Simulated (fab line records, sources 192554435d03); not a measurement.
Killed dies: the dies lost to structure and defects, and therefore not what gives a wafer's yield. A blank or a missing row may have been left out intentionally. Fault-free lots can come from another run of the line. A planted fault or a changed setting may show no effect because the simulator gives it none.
Matching of chambers | flow n5Finfet | rieDiel-05 running N5_BEOL_M7_STRIP_36: 4 sister chambers
The step strips in N2/H2. 4 wafers are shown with their chamber, then 8 later ones without.

WAFERS PAIRED WITH THEIR CHAMBERS
wafer  | chamber | throttleValvePct (%)
L077.6 | 1       | 23.19
L079.4 | 0       | 24.06
L085.5 | 2       | 23.44
L087.1 | 3       | 24.06

WAFERS WITH NO CHAMBER GIVEN
wafer  | throttleValvePct (%)
L087.5 | 23.49
L087.6 | 24.06
L091.2 | 23.46
L091.4 | 24.06
L091.6 | 23.44
L096.2 | 23.48
L096.4 | 23.46
L096.5 | 23.24

THE CHAMBER EACH PASSED THROUGH
wafer  | from the rows above     | in truth
L087.5 | 2                       | 2
L087.6 | can't be placed: 0 or 3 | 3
L091.2 | 2                       | 2
L091.4 | can't be placed: 0 or 3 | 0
L091.6 | 2                       | 2
L096.2 | 2                       | 2
L096.4 | 2                       | 2
L096.5 | 1                       | 1
Correct placement for 6 of the 8. From these rows, 2 cannot be placed; in 2 the true chamber is one of the candidates. Placed wrongly: 0.
How it was worked out, from the rows above alone: a wafer's distance from a chamber is the root of the sum, over the readings, of the square of ((its reading less the chamber's mean) divided by the reading's scatter). The wafer belongs to the nearest chamber; if the next one is less than 2 further off, it can't be placed. For every chamber, the mean is computed from those of its wafers that are shown. The scatter (one wafer shown for each chamber): square how far every hidden wafer sits from the nearest shown wafer, average those squares and take the square root.
